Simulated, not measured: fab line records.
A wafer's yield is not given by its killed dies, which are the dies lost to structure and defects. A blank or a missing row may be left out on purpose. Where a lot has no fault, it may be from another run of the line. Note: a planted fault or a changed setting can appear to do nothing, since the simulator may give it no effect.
A lot that was struck, set against a sound lot ; flow n5Finfet ; 36 out of 1938 route steps
Sound: these wafers, L280.1, L280.3, L280.6. Struck: wafers L266.2, L266.4, L266.5. The cause is given at the end.
For every step that has rows: the tool of each side, followed by ch and its chambers, followed by its first start. Under that, the readings that differ: sound wafers ; struck wafers ; difference of the means ; sigmas: that difference in standard deviations of wafers without a fault.
alike: words and numbers the same on both sides, and readings whose means are apart by under 2 such deviations; not compared: readings that were withheld, readings missing a value for some wafer, numbers with overlapping values and no deviation given by the record, and bounds like >300 which may hide the same value.
The two part at a step that has a row with sigmas, a row that says differs or no value, or rows on one side only. Non-overlapping numbers with no deviation appear without sigmas and do not part them. A reading that every wafer of one side lacks parts them only if that side has two wafers or more.

first, 9 steps without rows for these wafers: N5_BEOL_M4_ANNEAL_95 (time 240 s); N5_BEOL_M4_SPUTTER_96 (material Cu, target thk 4.5 nm, time 8.29 s); N5_BEOL_M4_ECD_50 (material Cu, target thk 300 nm); N5_BEOL_M4_ANNEAL_51 (time 90 s); N5_BEOL_M4_CMP_52 (polishes, stops on SiOC, t overpolish 6.8 s, target thk 40 nm); N5_BEOL_M4_PRE_CLEAN_60 (time 15 s); N5_BEOL_M4_CO_CAP_55 (material Co, precursor CCTBA/H2, target thk 2 nm, time 102.1 s); N5_BEOL_M4_PRE_CLEAN_56 (time 15 s); N5_BEOL_M4_DEP_57 (deposits SiCN from 3MS/NH3, target thk 8 nm, time 14 s).
N5_BEOL_M4_RC_MEAS_101:
  sound on prober-01 ch 0, day 12 20:31; struck on prober-01 ch 0, day 9 11:44
  alike: DIBL_N, DIBL_P, IOFF_N, IOFF_P, ION_N, ION_P, SS_N, SS_P, VT_N, VT_P
then, 24 steps without rows for these wafers: N5_BEOL_M5_ILD_DEP_00 (deposits SiCOH lowk from DEMS/porogen, target thk 140.64 nm, time 25.9 s); N5_BEOL_M5_CURE_79 (cures SiCOH lowk, time 240 s); N5_BEOL_M5_PECVD_70 (deposits SiO2 from TEOS/O2, target thk 16 nm, time 18 s); N5_BEOL_M5_HM_DEP_02 (deposits TiN, target thk 20 nm); N5_BEOL_M5_COAT_59 (time 60 s, resist thk 60 nm); N5_BEOL_M5_COAT_60 (time 60 s, resist thk 12 nm); N5_BEOL_M5_COAT_71 (time 60 s, resist thk 5 nm); N5_BEOL_M5_COAT_05 (resist thk 30 nm); N5_BEOL_M5_EBR_07; N5_BEOL_M5_SOFTBAKE_06 (time 60 s); N5_BEOL_M5_EXPOSE_08 (exposes mask M5, target cd 28 nm); N5_BEOL_M5_PEB_09 (peb time 60 s); N5_BEOL_M5_DEVELOP_10 (develop time 30 s); N5_BEOL_M5_DESCUM_16 (chemistry O2, time 7 s); N5_BEOL_M5_ETCH_72 (etches underlayer in N2/H2, target depth 6.5 nm, time 5.2 s); N5_BEOL_M5_ETCH_61 (etches SiARC in CF4, target depth 15.6 nm, time 26 s); N5_BEOL_M5_ETCH_62 (etches SOC in N2/H2, target depth 75 nm, overetch 15 nm, time 112.5 s); N5_BEOL_M5_STRIP_63 (strips in N2/H2); N5_BEOL_M5_STRIP_73 (strips in N2/H2); N5_BEOL_M5_STRIP_64 (strips in CF4); N5_BEOL_M5_HM_OPEN_17 (chemistry Cl2/BCl3, target TiN, target depth 20 nm, overetch 6 nm); N5_BEOL_M5_STRIP_19 (strips in O2); N5_BEOL_M5_COAT_65 (time 60 s, resist thk 60 nm); N5_BEOL_M5_COAT_66 (time 60 s, resist thk 12 nm).
-- record jumps: 2 days separate the struck wafers' starts on either side; left off in module BEOL_M5, taken up again in module BEOL_M10, whose first shown step is the route's number 1509 --
N5_BEOL_M10_VIA_ETCH_34: etches SiCOH lowk in C4F6/O2, target depth 184.5 nm, time 69.2 s.
  sound on rieDiel-05 ch 0,2, day 14 21:50; struck on rieDiel-06 ch 0,1,2, day 11 15:29
reading;sound;struck;difference;sigmas
oesProductAu (a.u.);0.79 0.90 0.90;0.78 0.63 0.57;-0.20;-2
model.etch.depthNm (nm);184.9 192 191.7;134 132.6 130.7;-57;
model.SOC_of_BEOL_M10_COAT_63.thkNm (nm);91.8 91.6 91.8;94 94.6 94.6;+3;
  alike: drypumpMotorCurrentA, rfVppV, showerheadPlenumPTorr, throttleValvePct
  not compared: rfHoursCounterH
-- record jumps: 2 days separate the struck wafers' starts on either side; left off in module BEOL_M10, taken up again in module PASSIVATION, whose first shown step is the route's number 1936 --
N5_PASSIVATION_PROBE_49:
  the record has rows for the struck wafers here (prober-01, day 13 21:32) and none for the sound ones

== WHERE THEY PART ==
First at N5_BEOL_M10_VIA_ETCH_34; last, within this record, at N5_PASSIVATION_PROBE_49.

WHY: whatever the simulator had introduced
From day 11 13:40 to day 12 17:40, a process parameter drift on rieDiel-06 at N5_BEOL_M10_VIA_ETCH_34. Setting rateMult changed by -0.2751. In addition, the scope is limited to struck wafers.
